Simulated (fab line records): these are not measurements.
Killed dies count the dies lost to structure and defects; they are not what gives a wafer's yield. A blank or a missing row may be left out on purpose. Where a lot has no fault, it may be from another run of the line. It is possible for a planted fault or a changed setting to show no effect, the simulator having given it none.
The tool behind it: which one?	flow n5 finfet	72 wafers from 24 lots sampled at 6 of the route's 1938 steps

## WHAT THE GAUGES SHOWED, per wafer
N5_BEOL_M11_THK_MEAS_01.
lot	measured	on	M11_ILD_THK (nm)
L075	day 10 08:32	film metro-02	268 265 272
L074	day 10 16:02	film metro-02	269 264 271
L076	day 10 18:02	film metro-01	264 270 272
L077	day 11 16:36	film metro-02	268 270 271
L078	day 11 15:07	film metro-02	266 264 271
L080	day 11 18:13	film metro-02	264 262 268
L079	day 11 22:11	film metro-01	270 270 269
L081	day 12 01:55	film metro-01	264 264 265
L082	day 12 14:18	film metro-02	266 262 268
L083	day 13 03:30	film metro-01	272 272 275
L085	day 13 04:02	film metro-01	265 267 271
L084	day 13 04:20	film metro-02	260 268 266
L086	day 13 05:41	film metro-01	264 271 266
L087	day 13 10:37	film metro-02	268 267 273
L088	day 13 16:22	film metro-01	262 267 266
L091	day 14 16:10	film metro-02	263 262 265
L089	day 14 19:19	film metro-02	261 272 269
L090	day 14 19:37	film metro-02	265 264 267
L093	day 14 23:41	film metro-01	262 267 264
L092	day 15 02:56	film metro-01	270 266 272
L095	day 15 22:10	film metro-02	267 269 272
L094	day 15 22:17	film metro-01	260 262 268
L096	day 16 04:00	film metro-02	266 261 267
L097	day 16 06:09	film metro-02	274 271 276

## EACH LOT AND THE TOOL THAT RAN IT (in order: tool; ch and the chambers of the sampled wafers; start)
lot	N5_BEOL_M10_STRIP_19	N5_BEOL_M10_STRIP_77	N5_BEOL_M10_PRE_CLEAN_45	N5_BEOL_M10_ALD_74	N5_BEOL_M10_DEP_56
L075	rie diel-02 ch 0,3, day 10 01:58	rie diel-02 ch 0,3, day 10 05:53 or earlier	pvd sputter-01, day 10 05:53	ald metal-01 ch 1,2, day 10 05:56	pecvd-03 ch 1,2, day 10 07:20
L074	rie diel-02 ch 0,3, day 10 11:07	rie diel-06 ch 0,2, day 10 13:35 or earlier	pvd sputter-02, day 10 13:35	ald metal-03 ch 1,2,3, day 10 13:39	pecvd-04 ch 0,1,2, day 10 15:19
L076	rie diel-02 ch 0,1, day 10 12:06	rie diel-06 ch 0,2,3, day 10 14:08 or earlier	pvd sputter-01, day 10 14:08	ald metal-01 ch 0,2,3, day 10 14:12	pecvd-03 ch 0,2, day 10 17:19
L077	rie diel-06 ch 0,1, day 11 05:35	rie diel-06 ch 0,3, day 11 12:41 or earlier	pvd sputter-01, day 11 12:41	ald metal-03 ch 0,2, day 11 12:59	pecvd-03 ch 0,1, day 11 15:50
L078	rie diel-02 ch 0,1, day 11 06:13	rie diel-03 ch 0,1,3, day 11 12:20 or earlier	pvd sputter-02, day 11 12:20	ald metal-03 ch 0,1,2, day 11 12:24	pecvd-03 ch 1,2, day 11 14:23
L080	rie diel-06 ch 0,1,3, day 11 13:25	rie diel-02 ch 1,2,3, day 11 15:58 or earlier	pvd sputter-03, day 11 15:58	ald metal-04 ch 1,2,3, day 11 16:02	pecvd-03 ch 0,2, day 11 17:28
L079	rie diel-03 ch 0,1,2, day 11 17:19	rie diel-03 ch 0,1, day 11 19:22 or earlier	pvd sputter-01, day 11 19:22	ald metal-01 ch 0,3, day 11 19:31	pecvd-02 ch 0,1, day 11 21:17
L081	rie diel-06 ch 0,1,3, day 11 20:13	rie diel-02 ch 1,2, day 11 22:07 or earlier	pvd sputter-01, day 11 22:07	ald metal-01 ch 2,3, day 11 22:21	pecvd-04 ch 0,1, day 12 01:11
L082	rie diel-06 ch 0,1,3, day 12 09:20	rie diel-03 ch 1,2,3, day 12 11:44 or earlier	pvd sputter-02, day 12 11:44	ald metal-01 ch 1,2,3, day 12 11:50	pecvd-03 ch 0,1, day 12 13:35
L083	rie diel-02 ch 0,1,3, day 12 19:53	rie diel-02 ch 0,1,3, day 13 01:16 or earlier	pvd sputter-03, day 13 01:16	ald metal-04 ch 2,3, day 13 01:22	pecvd-04 ch 0,1,2, day 13 02:47
L085	rie diel-06 ch 1,3, day 12 20:08	rie diel-03 ch 0,3, day 13 01:21 or earlier	pvd sputter-03, day 13 01:21	ald metal-01 ch 0,2, day 13 01:29	pecvd-04 ch 1,2, day 13 03:19
L084	rie diel-06 ch 1,2,3, day 12 20:19	rie diel-06 ch 1,3, day 13 01:25 or earlier	pvd sputter-01, day 13 01:25	ald metal-03 ch 0,2, day 13 01:35	pecvd-02 ch 0,2, day 13 03:37
L086	rie diel-06 ch 1,2,3, day 12 21:04	rie diel-02 ch 1,3, day 13 02:03 or earlier	pvd sputter-01, day 13 02:03	ald metal-03 ch 1,2, day 13 02:07	pecvd-04 ch 0,1,2, day 13 04:58
L087	rie diel-03 ch 0,1,2, day 13 04:49	rie diel-03 ch 0,2, day 13 08:22 or earlier	pvd sputter-02, day 13 08:22	ald metal-03 ch 1,3, day 13 08:25	pecvd-02 ch 0,1,2, day 13 09:54
L088	rie diel-03 ch 0,3, day 13 09:32	rie diel-02 ch 0,1,2, day 13 13:01 or earlier	pvd sputter-01, day 13 13:01	ald metal-03 ch 0,1, day 13 13:04	pecvd-02 ch 0,1, day 13 15:09
L091	rie diel-06 ch 1,2,3, day 14 10:22	rie diel-06 ch 0,1,2, day 14 13:28 or earlier	pvd sputter-01, day 14 13:28	ald metal-04 ch 1,2,3, day 14 13:34	pecvd-03 ch 0,2, day 14 15:26
L089	rie diel-02 ch 0,2,3, day 14 14:17	rie diel-03 ch 0,2,3, day 14 16:38 or earlier	pvd sputter-03, day 14 16:38	ald metal-03 ch 0,3, day 14 16:42	pecvd-03 ch 1, day 14 18:31
L090	rie diel-06 ch 2,3, day 14 14:20	rie diel-02 ch 1,2, day 14 16:46 or earlier	pvd sputter-01, day 14 16:46	ald metal-04 ch 0,2,3, day 14 16:50	pecvd-04 ch 1,2, day 14 18:42
L093	rie diel-02 ch 1,2,3, day 14 17:39	rie diel-06 ch 0,1, day 14 20:55 or earlier	pvd sputter-01, day 14 20:55	ald metal-03 ch 2,3, day 14 20:58	pecvd-04 ch 0,1, day 14 22:52
L092	rie diel-03 ch 0,1,3, day 14 21:34	rie diel-03 ch 1,2,3, day 15 00:30 or earlier	pvd sputter-03, day 15 00:30	ald metal-03 ch 0,1,2, day 15 00:34	pecvd-03 ch 1,2, day 15 02:11
L095	rie diel-06 ch 0,3, day 15 15:02	rie diel-03 ch 0,2,3, day 15 19:04 or earlier	pvd sputter-03, day 15 19:04	ald metal-03 ch 2,3, day 15 19:11	pecvd-03 ch 0,1,2, day 15 21:28
L094	rie diel-03 ch 0,2, day 15 17:20	rie diel-02 ch 1,3, day 15 19:40 or earlier	pvd sputter-02, day 15 19:40	ald metal-03 ch 0,2,3, day 15 19:44	pecvd-02 ch 0,2, day 15 21:33
L096	rie diel-02 ch 1,2,3, day 15 21:19	rie diel-02 ch 1,2, day 16 01:41 or earlier	pvd sputter-03, day 16 01:41	ald metal-01 ch 0,2, day 16 01:46	pecvd-02 ch 0,1,2, day 16 03:16
L097	rie diel-02 ch 1,2,3, day 16 01:08	rie diel-06 ch 0,2,3, day 16 03:46 or earlier	pvd sputter-02, day 16 03:46	ald metal-03 ch 1,2,3, day 16 03:50	pecvd-03 ch 0,2, day 16 05:25
- N5_BEOL_M10_STRIP_19: strips in O2.
- N5_BEOL_M10_STRIP_77: strips in N2/H2, time 10 s.
- N5_BEOL_M10_PRE_CLEAN_45: time 30 s.
- N5_BEOL_M10_ALD_74: deposits TaN, target thk 2 nm, pulse time 2 s, purge time 3 s.
- N5_BEOL_M10_DEP_56: deposits SiCN from 3MS/NH3, target thk 15 nm, time 26.5 s.

## WHAT THE TOOLS THEMSELVES READ (means of the sampled wafers that have a number; where no wafer has one, the mark that the record gives instead)
N5_BEOL_M10_STRIP_19.
lot	tool	chamber pressure mTorr (mTorr)	drypump motor current A (A)	oes product au (a.u.)	rf vpp V (V)	showerhead plenum p Torr (Torr)	throttle valve pct (%)
L075	rie diel-02	30.01	5.4	0.83	3.2	2.10	16.53
L074	rie diel-02	30.01	5.4	0.82	4.2	2.10	16.53
L076	rie diel-02	29.98	6.2	0.93	3.2	2.07	16.56
L077	rie diel-06	30.00	6.1	0.78	3.7	2.10	16.65
L078	rie diel-02	29.98	6.0	0.92	3.7	2.10	16.37
L080	rie diel-06	30.10	6.0	0.80	4.3	2.15	16.52
L079	rie diel-03	29.99	5.8	0.84	3.6	2.18	16.79
L081	rie diel-06	29.96	6.0	0.79	3.7	2.15	16.51
L082	rie diel-06	29.98	6.0	0.78	3.3	2.14	16.53
L083	rie diel-02	29.98	5.7	0.85	2.8	2.09	16.48
L085	rie diel-06	29.98	6.0	0.77	3.1	2.08	16.68
L084	rie diel-06	29.97	5.7	0.78	3.4	2.11	16.50
L086	rie diel-06	29.99	5.7	0.79	3.7	2.11	16.50
L087	rie diel-03	29.99	5.7	0.84	3.1	2.18	16.81
L088	rie diel-03	29.98	5.9	0.79	3.5	2.09	16.82
L091	rie diel-06	30.00	5.7	0.78	4.0	2.11	16.52
L089	rie diel-02	30.03	5.7	0.84	3.6	2.06	16.58
L090	rie diel-06	30.03	5.3	0.80	3.9	2.14	16.35
L093	rie diel-02	30.02	5.4	0.84	4.5	2.10	16.37
L092	rie diel-03	30.00	5.8	0.80	3.7	2.15	16.77
L095	rie diel-06	30.03	6.0	0.77	3.1	2.20	16.43
L094	rie diel-03	29.98	5.7	0.80	4.1	2.16	16.90
L096	rie diel-02	30.01	5.4	0.85	3.3	2.09	16.39
L097	rie diel-02	30.05	5.4	0.85	4.0	2.09	16.38

N5_BEOL_M10_STRIP_77.
lot	tool	chamber pressure mTorr (mTorr)	drypump motor current A (A)	n2 flow sccm (sccm)	oes product au (a.u.)	rf vpp V (V)	showerhead plenum p Torr (Torr)	throttle valve pct (%)
L075	rie diel-02	19.995	5.9	199.9	0.87	59.3	2.51	23.9
L074	rie diel-06	20.007	5.5	199.4	0.84	59.6	2.62	23.4
L076	rie diel-06	20.008	5.7	200.3	0.84	59.4	2.65	23.4
L077	rie diel-06	20.004	5.9	200.3	0.82	59.9	2.67	23.4
L078	rie diel-03	19.995	5.8	199.9	0.83	58.9	2.60	23.7
L080	rie diel-02	19.992	5.4	200.0	0.90	60.5	2.54	23.3
L079	rie diel-03	19.989	6.0	200.9	0.82	59.0	2.59	23.8
L081	rie diel-02	19.998	5.6	200.4	0.96	60.2	2.51	23.3
L082	rie diel-03	20.007	5.6	200.4	0.84	58.9	2.65	23.7
L083	rie diel-02	19.999	5.7	200.3	0.84	58.5	2.53	23.6
L085	rie diel-03	20.008	5.8	200.3	0.79	59.7	2.56	23.9
L084	rie diel-06	20.007	6.0	200.3	0.76	58.8	2.50	23.4
L086	rie diel-02	19.995	5.2	200.0	0.81	60.2	2.56	23.3
L087	rie diel-03	20.001	5.9	200.2	0.81	59.1	2.59	24.2
L088	rie diel-02	20.016	5.9	199.8	0.89	59.5	2.51	23.6
L091	rie diel-06	20.025	5.8	199.4	0.78	58.3	2.56	23.4
L089	rie diel-03	19.999	5.8	200.7	0.80	59.4	2.59	24.1
L090	rie diel-02	19.983	5.6	200.7	0.90	58.9	2.51	23.4
L093	rie diel-06	20.012	6.1	200.0	0.75	58.6	2.50	23.4
L092	rie diel-03	19.982	5.6	200.0	0.82	58.8	2.64	23.7
L095	rie diel-03	19.992	5.7	200.3	0.78	59.4	2.59	24.1
L094	rie diel-02	19.998	5.2	199.8	0.80	58.7	2.56	23.4
L096	rie diel-02	20.004	5.7	200.1	0.89	58.3	2.54	23.3
L097	rie diel-06	19.995	5.7	200.4	0.78	60.6	2.63	23.5

N5_BEOL_M10_PRE_CLEAN_45.
lot	tool	heater power w (W)	susceptor temp C (C)
L075	pvd sputter-01	324	249.94
L074	pvd sputter-02	312	249.96
L076	pvd sputter-01	341	249.96
L077	pvd sputter-01	327	250.09
L078	pvd sputter-02	325	250.13
L080	pvd sputter-03	359	249.90
L079	pvd sputter-01	326	250.16
L081	pvd sputter-01	325	250.00
L082	pvd sputter-02	292	250.09
L083	pvd sputter-03	352	250.04
L085	pvd sputter-03	344	249.92
L084	pvd sputter-01	325	249.94
L086	pvd sputter-01	320	250.15
L087	pvd sputter-02	310	249.99
L088	pvd sputter-01	301	250.01
L091	pvd sputter-01	325	250.10
L089	pvd sputter-03	344	250.09
L090	pvd sputter-01	305	250.02
L093	pvd sputter-01	326	250.13
L092	pvd sputter-03	340	249.85
L095	pvd sputter-03	352	250.01
L094	pvd sputter-02	330	249.96
L096	pvd sputter-03	343	250.01
L097	pvd sputter-02	311	250.18

N5_BEOL_M10_ALD_74.
lot	tool	heater power w (W)	mfc carrier sccm (sccm)	susceptor temp C (C)
L075	ald metal-01	431	1494	275.02
L074	ald metal-03	406	1503	274.94
L076	ald metal-01	387	1503	275.18
L077	ald metal-03	412	1499	274.87
L078	ald metal-03	397	1502	274.68
L080	ald metal-04	398	1494	275.13
L079	ald metal-01	384	1495	274.84
L081	ald metal-01	393	1501	275.04
L082	ald metal-01	430	1502	275.09
L083	ald metal-04	419	1502	275.07
L085	ald metal-01	384	1505	274.98
L084	ald metal-03	405	1504	274.93
L086	ald metal-03	397	1499	274.97
L087	ald metal-03	398	1501	274.75
L088	ald metal-03	380	1499	274.98
L091	ald metal-04	400	1501	275.05
L089	ald metal-03	401	1500	275.06
L090	ald metal-04	445	1498	274.89
L093	ald metal-03	414	1503	275.07
L092	ald metal-03	394	1500	275.06
L095	ald metal-03	408	1500	274.79
L094	ald metal-03	410	1501	275.22
L096	ald metal-01	370	1501	274.93
L097	ald metal-03	397	1502	274.93

N5_BEOL_M10_DEP_56.
lot	tool	showerhead plenum p Torr (Torr)	throttle valve pct (%)
L075	pecvd-03	3.678	8.9
L074	pecvd-04	3.665	9.2
L076	pecvd-03	3.669	9.1
L077	pecvd-03	3.663	9.2
L078	pecvd-03	3.674	8.9
L080	pecvd-03	3.666	9.2
L079	pecvd-02	3.659	9.5
L081	pecvd-04	3.658	9.1
L082	pecvd-03	3.665	9.5
L083	pecvd-04	3.655	8.7
L085	pecvd-04	3.665	8.6
L084	pecvd-02	3.661	9.6
L086	pecvd-04	3.662	8.8
L087	pecvd-02	3.667	9.4
L088	pecvd-02	3.656	9.5
L091	pecvd-03	3.675	9.0
L089	pecvd-03	3.672	9.3
L090	pecvd-04	3.662	8.8
L093	pecvd-04	3.656	9.1
L092	pecvd-03	3.679	8.7
L095	pecvd-03	3.668	9.2
L094	pecvd-02	3.671	9.3
L096	pecvd-02	3.672	9.3
L097	pecvd-03	3.670	9.1

## THE ANSWER, worked out from the rows above alone
Rule: what is usual is taken from the lots themselves. The widest of any qualifying gaps counts: lots, ordered by their means at a reading, are off when they make up no more than a third of the lots, leave a main group of 4 or more, and stand apart from it by 3 or more times the standard deviation of that group's means. If all means in a main group match to the digits the tables above print for the reading, that group is not used. Also off: a lot with no number at a reading for which 4 or more lots have one. Any other lot the step has rows for is counted as sound. After the gauges, taken in route order, come the tools' own readings; for these a lot's mean is taken, as printed above. At the first step where some lot is off, the reading lying furthest off is the one used; lots without a number count as furthest.
No lot is off on any of the readings shown, so nothing can be concluded from this.

## WHAT THE SIMULATOR HAD PUT IN
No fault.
